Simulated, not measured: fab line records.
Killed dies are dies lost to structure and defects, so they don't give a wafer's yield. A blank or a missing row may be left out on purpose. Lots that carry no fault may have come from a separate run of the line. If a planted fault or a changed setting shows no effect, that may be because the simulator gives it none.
Split-lot study / flow n5Finfet / 21 wafers read across 7 lots, on a route 1938 steps long

ABOUT THE SPLIT
At N5_BEOL_M4_TRENCH_ETCH_37 (etches SiOC in C4F6/O2, target depth 55.555 nm, time 29.2 s), the setting biasW was moved away from the recipe's 185 W on 5 of the 21 wafers read, by -16.0% to +13.1%. The other wafers ran this setting at the recipe's value.

The reading is taken at the split's own step.

THE READING
rfVppV, in V, at N5_BEOL_M4_TRENCH_ETCH_37 (etches SiOC in C4F6/O2, target depth 55.555 nm, time 29.2 s). Typical for fault-free wafers on this fab line: 665 V, with standard deviation 12 V.

wafer=L075.1; tool, chamber at the split=rieDiel-01, 2; biasW as run, W=185; against the recipe=recipe; rfVppV, V=670; against lot-mates on the recipe=-
wafer=L075.2; tool, chamber at the split=rieDiel-01, 0; biasW as run, W=185; against the recipe=recipe; rfVppV, V=667; against lot-mates on the recipe=-
wafer=L075.4; tool, chamber at the split=rieDiel-01, 2; biasW as run, W=155.4; against the recipe=-16.0%; rfVppV, V=584; against lot-mates on the recipe=-84
wafer=L081.1; tool, chamber at the split=rieDiel-03, 3; biasW as run, W=185; against the recipe=recipe; rfVppV, V=659; against lot-mates on the recipe=-
wafer=L081.3; tool, chamber at the split=rieDiel-03, 2; biasW as run, W=185; against the recipe=recipe; rfVppV, V=651; against lot-mates on the recipe=-
wafer=L081.6; tool, chamber at the split=rieDiel-03, 0; biasW as run, W=185; against the recipe=recipe; rfVppV, V=673; against lot-mates on the recipe=-
wafer=L083.2; tool, chamber at the split=rieDiel-03, 3; biasW as run, W=202; against the recipe=+9.2%; rfVppV, V=706; against lot-mates on the recipe=+32
wafer=L083.5; tool, chamber at the split=rieDiel-03, 3; biasW as run, W=202; against the recipe=+9.2%; rfVppV, V=705; against lot-mates on the recipe=+31
wafer=L083.6; tool, chamber at the split=rieDiel-03, 0; biasW as run, W=185; against the recipe=recipe; rfVppV, V=674; against lot-mates on the recipe=-
wafer=L084.1; tool, chamber at the split=rieDiel-01, 2; biasW as run, W=185; against the recipe=recipe; rfVppV, V=669; against lot-mates on the recipe=-
wafer=L084.2; tool, chamber at the split=rieDiel-01, 0; biasW as run, W=185; against the recipe=recipe; rfVppV, V=667; against lot-mates on the recipe=-
wafer=L084.4; tool, chamber at the split=rieDiel-01, 0; biasW as run, W=209.3; against the recipe=+13.1%; rfVppV, V=737; against lot-mates on the recipe=+69
wafer=L085.4; tool, chamber at the split=rieDiel-03, 1; biasW as run, W=185; against the recipe=recipe; rfVppV, V=664; against lot-mates on the recipe=-
wafer=L085.5; tool, chamber at the split=rieDiel-03, 2; biasW as run, W=185; against the recipe=recipe; rfVppV, V=653; against lot-mates on the recipe=-
wafer=L085.6; tool, chamber at the split=rieDiel-03, 1; biasW as run, W=185; against the recipe=recipe; rfVppV, V=665; against lot-mates on the recipe=-
wafer=L089.3; tool, chamber at the split=rieDiel-01, 1; biasW as run, W=185; against the recipe=recipe; rfVppV, V=650; against lot-mates on the recipe=-
wafer=L089.4; tool, chamber at the split=rieDiel-01, 0; biasW as run, W=185; against the recipe=recipe; rfVppV, V=666; against lot-mates on the recipe=-
wafer=L089.5; tool, chamber at the split=rieDiel-01, 3; biasW as run, W=185; against the recipe=recipe; rfVppV, V=675; against lot-mates on the recipe=-
wafer=L091.1; tool, chamber at the split=rieDiel-01, 2; biasW as run, W=185; against the recipe=recipe; rfVppV, V=670; against lot-mates on the recipe=-
wafer=L091.3; tool, chamber at the split=rieDiel-01, 1; biasW as run, W=170.7; against the recipe=-7.7%; rfVppV, V=610; against lot-mates on the recipe=-60
wafer=L091.5; tool, chamber at the split=rieDiel-01, 0; biasW as run, W=185; against the recipe=recipe; rfVppV, V=669; against lot-mates on the recipe=-

FIT RESULTS
A straight line over all 21 wafers: rfVppV changes by +5.2 V for each +1% of biasW; r = +0.97; the points scatter about the line by 8.1 V.
The same after taking each lot's own level away (the mean of its wafers on the recipe; 21 wafers): +5.05 V for each +1%; r = +0.96; scatter 8.7 V.
On that fit, the largest move of biasW shifts the reading by 81 V.
The lots' own levels span 660.7 to 674.0 V, that is 1.1 times the standard deviation above.
The two slopes agree, so the slope changes little with the lot-to-lot level.
Check: with one of the wafers moved furthest among these (-16.0%) left out of the fit, the line predicts -82.1 V for it against its lot-mates. Against them it came out at -84.5 V.
Tool readings at the split's step, against how far the setting was moved: rfVppV r = +0.97.

THE OTHER SPLITS THESE WAFERS WENT THROUGH
Before the reading, these wafers also passed through other splits. Each is held against what the fit with the lots' levels taken away leaves over:
other split on the same wafers=N5_BEOL_M4_EXPOSE_08 doseMj; wafers away from the commonest value=8; r with rfVppV (lot level and that fit taken away)=+0.18
other split on the same wafers=N5_BEOL_M4_DESCUM_16 timeS; wafers away from the commonest value=10; r with rfVppV (lot level and that fit taken away)=+0.41

FILE'S OWN FIT
rfVppV changes by +5.25 V for each +1% of biasW, r = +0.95.
